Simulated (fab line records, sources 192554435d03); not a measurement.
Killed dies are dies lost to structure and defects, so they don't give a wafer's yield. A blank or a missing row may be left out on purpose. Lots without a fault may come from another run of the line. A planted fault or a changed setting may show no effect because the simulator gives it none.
Chamber matching | flow n5_finfet | N5_PASSIVATION_PASS_ETCH_47 on rie_diel-04: 4 sister chambers
The step etches SiNx in CF4/O2, target depth 770 nm, time 385 s. 8 wafers are shown with their chamber, then 7 later ones without.

WAFERS WITH THEIR CHAMBER
wafer  | chamber | drypump_motor_current_A (A) | showerhead_plenum_p_Torr (Torr)
L240.3 | 0       | 6.6                         | 2.34
L242.1 | 3       | 5.7                         | 2.26
L242.5 | 3       | 5.7                         | 2.26
L245.2 | 2       | 5.8                         | 2.25
L245.3 | 1       | 5.7                         | 2.19
L245.6 | 1       | 5.7                         | 2.19
L249.3 | 2       | 5.7                         | 2.24
L249.4 | 0       | 6.6                         | 2.33

WAFERS WITHOUT THEIR CHAMBER
wafer  | drypump_motor_current_A (A) | showerhead_plenum_p_Torr (Torr)
L249.6 | 5.7                         | 2.19
L254.3 | 6.6                         | 2.33
L254.5 | 5.7                         | 2.25
L254.6 | 6.6                         | 2.33
L259.2 | 6.6                         | 2.32
L259.3 | 5.7                         | 2.25
L259.5 | 5.6                         | 2.25

WHICH CHAMBER EACH WENT THROUGH
wafer  | from the rows above     | in truth
L249.6 | 1                       | 1
L254.3 | 0                       | 0
L254.5 | can't be placed: 2 or 3 | 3
L254.6 | 0                       | 0
L259.2 | 0                       | 0
L259.3 | can't be placed: 2 or 3 | 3
L259.5 | can't be placed: 3 or 2 | 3
Placed correctly: 4 of 7. Can't be placed from these rows: 3 (the true chamber is among the candidates in 3). Placed wrongly: 0.
How it was worked out, from the rows above alone: a wafer's distance from a chamber is the root of the sum, over the readings, of the square of ((its reading less the chamber's mean) divided by the reading's scatter). The wafer belongs to the nearest chamber; if the next one is less than 2 further off, it can't be placed. A chamber's mean is the mean of its shown wafers. The scatter: the root of (the sum of the squares of (reading less its chamber's mean) over the shown wafers, divided by (wafers less chambers)).
